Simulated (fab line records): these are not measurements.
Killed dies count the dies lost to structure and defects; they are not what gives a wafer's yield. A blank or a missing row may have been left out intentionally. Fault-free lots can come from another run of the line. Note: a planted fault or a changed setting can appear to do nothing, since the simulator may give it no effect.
Which tool was responsible? / flow nand-harc / 42 wafers from 14 lots sampled at 5 of the route's 1302 steps

## WHAT EACH GAUGE READ, for each wafer
NHARC_A_BONDPAD_CD_MEAS_13. Usual: cd-nm reads 499.6 nm (standard deviation 1.3).
lot=L872; measured=day 23 00:58; on=cd-sem-01; cd-nm (nm)=499.3 499.9 499.0; flag=
lot=L871; measured=day 23 02:02; on=cd-sem-02; cd-nm (nm)=498.5 498.3 498.9; flag=
lot=L870; measured=day 23 14:23; on=cd-sem-03; cd-nm (nm)=503.1 501.2 499.9; flag=
lot=L874; measured=day 24 20:39; on=cd-sem-02; cd-nm (nm)=501.4 498.8 499.6; flag=
lot=L875; measured=day 25 14:07; on=cd-sem-01; cd-nm (nm)=497.5 501.0 501.6; flag=
lot=L877; measured=day 26 04:03; on=cd-sem-03; cd-nm (nm)=498.4 499.1 498.9; flag=
lot=L879; measured=day 26 23:18; on=cd-sem-01; cd-nm (nm)=499.0 497.7 499.8; flag=
lot=L880; measured=day 27 01:58; on=cd-sem-03; cd-nm (nm)=499.6 498.9 499.6; flag=
lot=L887; measured=day 29 05:58; on=cd-sem-01; cd-nm (nm)=499.6 499.7 500.1; flag=
lot=L886; measured=day 29 11:10; on=cd-sem-02; cd-nm (nm)=498.3 501.1 500.2; flag=
lot=L888; measured=day 30 12:29; on=cd-sem-02; cd-nm (nm)=501.9 500.9 499.5; flag=
lot=L890; measured=day 31 13:49; on=cd-sem-03; cd-nm (nm)=500.5 501.2 503.1; flag=
lot=L892; measured=day 31 18:39; on=cd-sem-03; cd-nm (nm)=500.2 500.5 499.2; flag=
lot=L893; measured=day 32 23:37; on=cd-sem-03; cd-nm (nm)=499.9 500.3 501.7; flag=

NHARC_END_SORT_01. Usual: for defect-limited-yield, 91 % with a standard deviation of 3.1; for killed-at-array, 56 with a standard deviation of 21; for killed-at-other, 1.2 with a standard deviation of 1.6; for killed-at-periphery, 3.7 with a standard deviation of 2.5; for killed-dies, 61 with a standard deviation of 21; for killed-open, 3.1 with a standard deviation of 1.8; for killed-short, 2.8 with a standard deviation of 1.7.
lot=L875; measured=day 26 20:16; on=prober-01; defect-limited-yield (%)=86 88 91; killed-at-array=85 75 54; killed-at-other=1 1 1; killed-at-periphery=6 7 5; killed-dies=92 83 60; killed-open=4 5 4; killed-short=8 2 1; flag=
lot=L877; measured=day 27 10:53; on=prober-02; defect-limited-yield (%)=89 87 90; killed-at-array=69 81 65; killed-at-other=1 6 4; killed-at-periphery=6 4 2; killed-dies=76 91 71; killed-open=1 5 5; killed-short=3 2 2; flag=
lot=L887; measured=day 30 16:14; on=prober-01; defect-limited-yield (%)=90 86 88; killed-at-array=62 85 74; killed-at-other=0 2 0; killed-at-periphery=6 7 9; killed-dies=68 94 83; killed-open=2 3 3; killed-short=3 5 6; flag=
lot=L886; measured=day 30 15:24; on=prober-02; defect-limited-yield (%)=93 93 95; killed-at-array=34 36 22; killed-at-other=1 0 0; killed-at-periphery=10 9 11; killed-dies=45 45 33; killed-open=5 5 1; killed-short=3 3 2; flag=
lot=L888; measured=day 31 19:35; on=prober-01; defect-limited-yield (%)=92 92 91; killed-at-array=49 55 54; killed-at-other=0 0 1; killed-at-periphery=4 2 5; killed-dies=53 57 60; killed-open=3 3 5; killed-short=5 1 4; flag=
lot=L890; measured=day 33 04:25; on=prober-01; defect-limited-yield (%)=88 87 89; killed-at-array=77 81 70; killed-at-other=0 1 5; killed-at-periphery=3 5 0; killed-dies=80 87 75; killed-open=3 6 0; killed-short=2 3 3; flag=

## TOOL THAT RAN EACH LOT (tool first, then ch and the chambers of the sampled wafers, then the start)
lot=L872; NHARC_A_M1_DEP_33=pecvd-02 ch 0,1,2, day 22 22:44; NHARC_A_BONDPAD_DEP_00=pecvd-03 ch 1,2, day 22 23:20; NHARC_A_BONDPAD_SOFTBAKE_04=litho-track-03 ch 0, day 23 00:00
lot=L871; NHARC_A_M1_DEP_33=pecvd-01 ch 1,2, day 22 23:49; NHARC_A_BONDPAD_DEP_00=pecvd-04 ch 0,1,2, day 23 00:24; NHARC_A_BONDPAD_SOFTBAKE_04=litho-track-07 ch 0, day 23 01:00
lot=L870; NHARC_A_M1_DEP_33=pecvd-02 ch 1,2, day 23 12:13; NHARC_A_BONDPAD_DEP_00=pecvd-01 ch 0,2, day 23 12:46; NHARC_A_BONDPAD_SOFTBAKE_04=litho-track-03 ch 0, day 23 13:00
lot=L874; NHARC_A_M1_DEP_33=pecvd-01 ch 1,2, day 24 18:17; NHARC_A_BONDPAD_DEP_00=pecvd-04 ch 1,2, day 24 19:06; NHARC_A_BONDPAD_SOFTBAKE_04=litho-track-07 ch 0, day 24 19:00
lot=L875; NHARC_A_M1_DEP_33=pecvd-03 ch 0,1,2, day 25 11:59; NHARC_A_BONDPAD_DEP_00=pecvd-03 ch 0,2, day 25 13:00 or earlier; NHARC_A_BONDPAD_SOFTBAKE_04=litho-track-07 ch 0, day 25 13:00
lot=L877; NHARC_A_M1_DEP_33=pecvd-01 ch 0,1,2, day 26 01:39; NHARC_A_BONDPAD_DEP_00=pecvd-03 ch 2, day 26 02:14; NHARC_A_BONDPAD_SOFTBAKE_04=litho-track-03 ch 0, day 26 03:00
lot=L879; NHARC_A_M1_DEP_33=pecvd-02 ch 1,2, day 26 21:10; NHARC_A_BONDPAD_DEP_00=pecvd-01 ch 0,1,2, day 26 21:40; NHARC_A_BONDPAD_SOFTBAKE_04=litho-track-07 ch 0, day 26 22:00
lot=L880; NHARC_A_M1_DEP_33=pecvd-02 ch 1,2, day 26 23:34; NHARC_A_BONDPAD_DEP_00=pecvd-04 ch 0,2, day 27 00:18; NHARC_A_BONDPAD_SOFTBAKE_04=litho-track-05 ch 0, day 27 01:00
lot=L887; NHARC_A_M1_DEP_33=pecvd-03 ch 1,2, day 29 03:32; NHARC_A_BONDPAD_DEP_00=pecvd-04 ch 0,1,2, day 29 04:19; NHARC_A_BONDPAD_SOFTBAKE_04=litho-track-03 ch 0, day 29 05:00
lot=L886; NHARC_A_M1_DEP_33=pecvd-03 ch 0,1,2, day 29 08:59; NHARC_A_BONDPAD_DEP_00=pecvd-03 ch 0,1,2, day 29 10:00 or earlier; NHARC_A_BONDPAD_SOFTBAKE_04=litho-track-03 ch 0, day 29 10:00
lot=L888; NHARC_A_M1_DEP_33=pecvd-02 ch 0,1, day 30 10:18; NHARC_A_BONDPAD_DEP_00=pecvd-03 ch 0,1,2, day 30 10:51; NHARC_A_BONDPAD_SOFTBAKE_04=litho-track-03 ch 0, day 30 11:00
lot=L890; NHARC_A_M1_DEP_33=pecvd-02 ch 1,2, day 31 11:37; NHARC_A_BONDPAD_DEP_00=pecvd-04 ch 0,1,2, day 31 12:11; NHARC_A_BONDPAD_SOFTBAKE_04=litho-track-07 ch 0, day 31 12:00
lot=L892; NHARC_A_M1_DEP_33=pecvd-02 ch 0,1, day 31 16:31; NHARC_A_BONDPAD_DEP_00=pecvd-04 ch 1,2, day 31 17:07; NHARC_A_BONDPAD_SOFTBAKE_04=litho-track-05 ch 0, day 31 17:00
lot=L893; NHARC_A_M1_DEP_33=pecvd-02 ch 0,1,2, day 32 21:28; NHARC_A_BONDPAD_DEP_00=pecvd-01 ch 0,1,2, day 32 22:05; NHARC_A_BONDPAD_SOFTBAKE_04=litho-track-05 ch 0, day 32 22:00
- NHARC_A_M1_DEP_33: deposits SiCN, target thk 30 nm.
- NHARC_A_BONDPAD_DEP_00: deposits SiCN, target thk 250 nm.
- NHARC_A_BONDPAD_SOFTBAKE_04: time 70 s.

## WHAT THE TOOLS THEMSELVES READ (means of the sampled wafers that have a number; where no wafer has one, the mark that the record gives instead)
NHARC_A_M1_DEP_33. Usual: heater-power-outer-w 284 W, standard deviation 55; heater-power-w 527 W, standard deviation 82.
lot=L872; tool=pecvd-02; heater-power-outer-w (W)=227; heater-power-w (W)=440; flag=
lot=L871; tool=pecvd-01; heater-power-outer-w (W)=316; heater-power-w (W)=536; flag=
lot=L870; tool=pecvd-02; heater-power-outer-w (W)=208; heater-power-w (W)=410; flag=
lot=L874; tool=pecvd-01; heater-power-outer-w (W)=322; heater-power-w (W)=557; flag=
lot=L875; tool=pecvd-03; heater-power-outer-w (W)=373; heater-power-w (W)=648; flag=
lot=L877; tool=pecvd-01; heater-power-outer-w (W)=285; heater-power-w (W)=525; flag=
lot=L879; tool=pecvd-02; heater-power-outer-w (W)=238; heater-power-w (W)=441; flag=
lot=L880; tool=pecvd-02; heater-power-outer-w (W)=196; heater-power-w (W)=385; flag=
lot=L887; tool=pecvd-03; heater-power-outer-w (W)=349; heater-power-w (W)=612; flag=
lot=L886; tool=pecvd-03; heater-power-outer-w (W)=329; heater-power-w (W)=585; flag=
lot=L888; tool=pecvd-02; heater-power-outer-w (W)=210; heater-power-w (W)=445; flag=
lot=L890; tool=pecvd-02; heater-power-outer-w (W)=225; heater-power-w (W)=424; flag=
lot=L892; tool=pecvd-02; heater-power-outer-w (W)=248; heater-power-w (W)=500; flag=
lot=L893; tool=pecvd-02; heater-power-outer-w (W)=231; heater-power-w (W)=452; flag=

NHARC_A_BONDPAD_DEP_00. Usual: heater-power-outer-w 316 W, standard deviation 50; heater-power-w 571 W, standard deviation 74.
lot=L872; tool=pecvd-03; heater-power-outer-w (W)=390; heater-power-w (W)=681; flag=
lot=L871; tool=pecvd-04; heater-power-outer-w (W)=286; heater-power-w (W)=534; flag=
lot=L870; tool=pecvd-01; heater-power-outer-w (W)=282; heater-power-w (W)=565; flag=
lot=L874; tool=pecvd-04; heater-power-outer-w (W)=275; heater-power-w (W)=508; flag=
lot=L875; tool=pecvd-03; heater-power-outer-w (W)=338; heater-power-w (W)=577; flag=
lot=L877; tool=pecvd-03; heater-power-outer-w (W)=338; heater-power-w (W)=591; flag=
lot=L879; tool=pecvd-01; heater-power-outer-w (W)=313; heater-power-w (W)=574; flag=
lot=L880; tool=pecvd-04; heater-power-outer-w (W)=318; heater-power-w (W)=587; flag=
lot=L887; tool=pecvd-04; heater-power-outer-w (W)=306; heater-power-w (W)=564; flag=
lot=L886; tool=pecvd-03; heater-power-outer-w (W)=324; heater-power-w (W)=573; flag=
lot=L888; tool=pecvd-03; heater-power-outer-w (W)=363; heater-power-w (W)=626; flag=
lot=L890; tool=pecvd-04; heater-power-outer-w (W)=238; heater-power-w (W)=467; flag=
lot=L892; tool=pecvd-04; heater-power-outer-w (W)=239; heater-power-w (W)=462; flag=
lot=L893; tool=pecvd-01; heater-power-outer-w (W)=312; heater-power-w (W)=574; flag=

NHARC_A_BONDPAD_SOFTBAKE_04. Usual: heater-power-total-W reads 200.8 W (standard deviation 1.2).
lot=L872; tool=litho-track-03; heater-power-total-W (W)=199.7; flag=
lot=L871; tool=litho-track-07; heater-power-total-W (W)=200.6; flag=
lot=L870; tool=litho-track-03; heater-power-total-W (W)=201.0; flag=
lot=L874; tool=litho-track-07; heater-power-total-W (W)=202.5; flag=
lot=L875; tool=litho-track-07; heater-power-total-W (W)=200.9; flag=
lot=L877; tool=litho-track-03; heater-power-total-W (W)=201.3; flag=
lot=L879; tool=litho-track-07; heater-power-total-W (W)=201.0; flag=
lot=L880; tool=litho-track-05; heater-power-total-W (W)=200.6; flag=
lot=L887; tool=litho-track-03; heater-power-total-W (W)=204.3; flag=
lot=L886; tool=litho-track-03; heater-power-total-W (W)=203.4; flag=
lot=L888; tool=litho-track-03; heater-power-total-W (W)=204.4; flag=
lot=L890; tool=litho-track-07; heater-power-total-W (W)=201.5; flag=
lot=L892; tool=litho-track-05; heater-power-total-W (W)=200.5; flag=
lot=L893; tool=litho-track-05; heater-power-total-W (W)=200.9; flag=

## THE ANSWER, worked out from the rows above alone
Rule: take the mean of a lot's wafers that have a number; if it is more than 3 standard deviations from the usual mean, the lot is off. A lot without any number at a reading at which 4 lots or more have one is off too. All remaining lots with rows at the step are treated as sound. First the gauges in route order, then the tools' own readings, where a lot's mean is used as printed above. The first step at which some lot is off is used, and at that step the reading that is off furthest; a lot without a number counts as furthest.
Nothing can be told from this: no lot is off at any reading shown.

## WHAT THE SIMULATOR HAD INSERTED
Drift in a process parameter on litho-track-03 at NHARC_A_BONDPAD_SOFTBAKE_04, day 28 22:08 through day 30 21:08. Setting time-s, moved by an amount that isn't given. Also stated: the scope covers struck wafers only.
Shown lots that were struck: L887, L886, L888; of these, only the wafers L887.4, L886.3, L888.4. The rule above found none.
